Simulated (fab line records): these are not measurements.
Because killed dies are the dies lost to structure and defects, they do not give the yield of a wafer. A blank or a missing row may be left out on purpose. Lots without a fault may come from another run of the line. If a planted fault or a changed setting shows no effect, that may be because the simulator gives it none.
The tool behind it: which one? | flow nand harc | 6 lots, 18 wafers sampled, at 1 step of a route of 1302

## WHAT THE GAUGES READ, wafer by wafer
NHARC_P_CONTACT_INSPECT_14.
lot  | measured     | on                | raw defect count
L684 | day 6 14:50  | defect inspect-02 | 2 2 1
L689 | day 9 00:44  | defect inspect-02 | 8 7 6
L692 | day 10 08:17 | defect inspect-01 | 8 1 3
L694 | day 11 00:06 | defect inspect-01 | 4 3 10
L698 | day 12 18:16 | defect inspect-01 | 7 4 5
L704 | day 15 07:08 | defect inspect-02 | 9 6 3

## TOOL THAT RAN EACH LOT (tool first, then ch and the chambers of the sampled wafers, then the start)
The record shows no process step preceding these readings.

## THE ANSWER, worked out from the rows above alone
Rule: the lots themselves supply what counts as usual. Put in order of their means at a reading, lots are off if they are a third of the lots or fewer, leave a main group of 4 or more, and stand apart from it by a gap of 3 or more times the standard deviation of the main group's means; of several such gaps the widest counts. The tables above print the reading to a certain number of digits; a main group whose means all agree to those digits is not used. Also off: a lot with no number at a reading for which 4 or more lots have one. The other lots that the step has rows for count as sound.
No lot is off at any reading shown: from this, nothing can be told.

## WHAT THE SIMULATOR PUT IN
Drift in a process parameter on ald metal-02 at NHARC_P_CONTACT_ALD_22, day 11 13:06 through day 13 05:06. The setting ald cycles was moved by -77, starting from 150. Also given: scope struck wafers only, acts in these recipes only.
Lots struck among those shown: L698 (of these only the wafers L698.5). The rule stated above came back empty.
